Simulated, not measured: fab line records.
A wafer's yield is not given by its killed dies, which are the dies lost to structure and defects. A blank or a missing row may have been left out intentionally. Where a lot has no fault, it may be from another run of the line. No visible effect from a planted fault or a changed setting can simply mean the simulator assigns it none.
Chamber matching | flow n5-finfet | 3 sister chambers for N5_BEOL_M2_PRE_CLEAN_60 on cvd-co-02
The step time 15 s. 6 wafers are shown with their chamber, then 12 later ones without.

== WAFERS PAIRED WITH THEIR CHAMBERS ==
wafer  | chamber | heater-power-w (W)
L081.1 | 1       | 54
L083.6 | 1       | 56
L085.4 | 2       | 90
L088.1 | 2       | 93
L088.2 | 0       | 82
L088.4 | 0       | 82

== WAFERS WITH NO CHAMBER GIVEN ==
wafer  | heater-power-w (W)
L089.1 | 55
L089.3 | 82
L089.6 | 82
L092.1 | 81
L092.2 | 92
L092.4 | 80
L093.1 | 81
L093.4 | 82
L093.5 | 91
L094.4 | 56
L094.5 | 92
L094.6 | 83

== THE CHAMBER EACH PASSED THROUGH ==
wafer  | from the rows above | in truth
L089.1 | 1                   | 1
L089.3 | 0                   | 0
L089.6 | 0                   | 0
L092.1 | 0                   | 0
L092.2 | 2                   | 2
L092.4 | 0                   | 0
L093.1 | 0                   | 0
L093.4 | 0                   | 0
L093.5 | 2                   | 2
L094.4 | 1                   | 1
L094.5 | 2                   | 2
L094.6 | 0                   | 0
12 of 12 placed correctly. Can't be placed from these rows: 0. 0 placed wrongly.
How it was worked out, from the rows above alone: a wafer's distance from a chamber is the root of the sum, over the readings, of the square of ((its reading less the chamber's mean) divided by the reading's scatter). The wafer belongs to the nearest chamber; if the next one is less than 2 further off, it can't be placed. For every chamber, the mean is computed from those of its wafers that are shown. How the scatter is found: for the shown wafers, subtract from each reading the mean of its chamber, square and add these, divide the total by (wafers less chambers), then take the root.
